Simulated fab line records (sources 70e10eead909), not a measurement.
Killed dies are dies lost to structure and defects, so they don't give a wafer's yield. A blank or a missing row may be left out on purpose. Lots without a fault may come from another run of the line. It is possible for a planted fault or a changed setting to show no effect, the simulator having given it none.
8D (eight disciplines) problem report, filled in by code + flow nand-harc + the parts of the form that need people (team, actions taken, sign-off) are left out

## 1. WHAT WENT WRONG
killed-at-array at NHARC_END_SORT_01 reads a mean of 673 on 6 wafers of 2 lots; wafers without a fault read 59 with a standard deviation of 24. That puts it +26 standard deviations away from the usual mean.
The first sign was on wafer L767.2 at day 30 12:39, on prober-01. At this step, 6 wafers from 2 lots have a number in the record. The rule behind "out" and "out of limits": a value lying over 4 standard deviations away from the usual mean. All remaining wafers that have a number are taken as sound.

## 2. WHAT IT IS; WHAT IT IS NOT
| question                    | is                           | is not                                                          |
|-----------------------------|------------------------------|-----------------------------------------------------------------|
| which readings at this step | killed-at-array, killed-dies | killed-at-other, killed-at-periphery, killed-open, killed-short |
| which lots                  | L766, L767                   | -                                                               |
| which wafers of those lots  | all that have a number       | -                                                               |
| read on which gauges        | prober-01, prober-02         | -                                                               |
| when                        | from day 30 12:39            | up to then (0 sound wafers)                                     |

## 3. SUSPECTS, AND WHAT RULES EACH OUT
Counting: any tool at a process step up to the reading is kept as a suspect provided that every lot that is out went through it and no sound lot did after the first of them.
- ruled out: the gauge at NHARC_END_SORT_01. The wafers that are out were read on 2 gauges (prober-01, prober-02).
- rie-diel-01 at NHARC_A_STAIRCASE_ETCH_292 (etches the open film in CF4/CHF3): kept. It ran every lot that is out, first L767 (day 22 21:08), and no sound lot after that.
- rie-diel-01 at NHARC_A_STAIRCASE_ETCH_313 (etches the open film in CF4/CHF3): kept. It ran every lot that is out, first L767 (day 23 04:30), and no sound lot after that.
- rie-diel-13 at NHARC_A_STAIRCASE_ETCHBACK_416 (etches the open film in C4F8/O2/Ar, target depth 36 nm, time 7.2 s): kept. It ran every lot that is out, first L767 (day 23 19:53), and no sound lot after that. With no start given for some of its lots, NHARC_A_STAIRCASE_ETCHBACK_416 uses the hours and lot order of NHARC_A_STAIRCASE_DEP_151.
Left after counting: rie-diel-01 at NHARC_A_STAIRCASE_ETCH_292, rie-diel-01 at NHARC_A_STAIRCASE_ETCH_313, rie-diel-13 at NHARC_A_STAIRCASE_ETCHBACK_416.

## 4. THE CAUSE (what the simulator had put in)
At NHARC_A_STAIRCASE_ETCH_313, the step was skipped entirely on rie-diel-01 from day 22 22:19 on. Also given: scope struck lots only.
Counting left 3 suspects, and this tool is among them.

## 5. THE CHAIN OF EFFECTS, in route order
One row per reading whose mean, taken over the struck wafers that have a number, lies over 3 standard deviations from the usual. Readings are gone through only where the record gives a usual standard deviation; hours: the median, over the lots, of the time from a lot's start at the first step in this table giving one to that lot's start at this step; sigmas: the change measured in usual standard deviations.
| hours | step              | reading         | usual | on struck wafers | change | sigmas |
|-------|-------------------|-----------------|-------|------------------|--------|--------|
| 0     | NHARC_END_SORT_01 | killed-at-array | 59    | 673              | +614   | +26    |
| 0     | NHARC_END_SORT_01 | killed-dies     | 63    | 677              | +614   | +26    |
Readings that are blank on the struck wafers while sound wafers have them: bias-w at NHARC_A_STAIRCASE_ETCH_313; cf4-flow-sccm at NHARC_A_STAIRCASE_ETCH_313; drypump-motor-current-A at NHARC_A_STAIRCASE_ETCH_313; oes-product-au at NHARC_A_STAIRCASE_ETCH_313; rf-vpp-V at NHARC_A_STAIRCASE_ETCH_313; showerhead-plenum-p-Torr at NHARC_A_STAIRCASE_ETCH_313; throttle-valve-pct at NHARC_A_STAIRCASE_ETCH_313.

## 6. HOW IT WOULD HAVE BEEN CAUGHT EARLIER
Counted from the fault's start at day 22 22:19, it took 182 hours until the first out-of-limits reading at a measuring or inspecting step in this record, taken at day 30 12:39.
At NHARC_A_STAIRCASE_ETCH_313 the tool's readings are blank on the struck wafers, where sound wafers have them: an empty tool record is the first sign, and it was there at once.
Each of the lots that are out, 2 in all, had begun NHARC_A_STAIRCASE_ETCH_313 on rie-diel-01 no later than day 30 12:39. Had the tool been put on hold then, not one of them would have been saved.
